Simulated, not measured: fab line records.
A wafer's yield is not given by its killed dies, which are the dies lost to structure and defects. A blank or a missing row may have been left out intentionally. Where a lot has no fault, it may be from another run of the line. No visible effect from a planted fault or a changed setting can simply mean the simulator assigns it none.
Comparing a struck lot with a sound one / flow nand_harc / 14 steps out of a route of 1302
Sound: wafers L109.1, L109.2, L109.6. Wafers struck: L115.1, L115.2, L115.6. Last of all comes the cause.
Each step with rows lists, per side, the tool, then ch with its chambers, then its first start. Under that, the readings that differ: sound wafers / struck wafers / difference of the means / sigmas: that difference in standard deviations of wafers without a fault.
alike: words and numbers the same on both sides, and readings whose means are apart by under 2 such deviations; not compared: readings that were withheld, readings missing a value for some wafer, numbers with overlapping values and no deviation given by the record, and bounds like >300 which may hide the same value.
Wherever a step has rows on one side only, a row that says differs or no value, or a row with sigmas, the two part there. Numbers that have no deviation but don't overlap get no sigmas and don't part them. Lack of a reading on every wafer of one side parts them only where that side has two or more wafers.

NHARC_P_M0_INSPECT_27:
  sound on defect_inspect-02 at day 8 14:31; struck on defect_inspect-02 at day 11 10:07
  alike: raw_defect_count
NHARC_P_M0_PRE_CLEAN_31: time 12 s.
  sound on pecvd-03 ch 0,2, day 8 14:35; struck on pecvd-02 ch 0,1,2, day 11 10:11
  alike: heater_power_w
NHARC_P_M0_DEP_32: deposits SiCN, target thk 30 nm.
  sound on pecvd-03 ch 0,2, day 8 14:42; struck on pecvd-02 ch 0,1,2, day 11 10:16
  alike: heater_power_w, showerhead_vpp_V
then, 9 steps without rows for these wafers: NHARC_P_M1_DEP_00 (deposits SiOC, target thk 182.5 nm); NHARC_P_M1_DEHYDRATE_01 (time 120 s); NHARC_P_M1_HMDS_02 (time 30 s); NHARC_P_M1_COAT_34 (time 65 s); NHARC_P_M1_COAT_03 (resist thk 90 nm); NHARC_P_M1_SOFTBAKE_04 (time 55 s); NHARC_P_M1_EBR_05; NHARC_P_M1_EXPOSE_06 (exposes mask P M1, target cd 130 nm); NHARC_P_M1_PEB_07 (peb time 65 s).
NHARC_P_M1_DEVELOP_08: develop time 35 s.
  sound on litho_track-01 ch 0, day 8 16:00; struck on litho_track-04, day 11 11:00
  no value came back on the struck wafers for chill_plate_temp_C (C), develop_time_s (s); on the sound wafers chill_plate_temp_C (C) reads 22.82 22.83 22.80
NHARC_P_M1_CD_MEAS_09 targets a cd of 130 nm.
  sound on cd_sem-01 ch 0, day 8 16:05; struck on cd_sem-03 ch 0, day 11 11:29
reading=cd_nm (nm); sound=131.0 130.8 131.6; struck=- - -; difference=no value on the struck wafers; sigmas=

== WHERE THEY PART ==
At NHARC_P_M1_DEVELOP_08 first; at NHARC_P_M1_CD_MEAS_09 last (within this record only).

WHY: what the simulator had put in
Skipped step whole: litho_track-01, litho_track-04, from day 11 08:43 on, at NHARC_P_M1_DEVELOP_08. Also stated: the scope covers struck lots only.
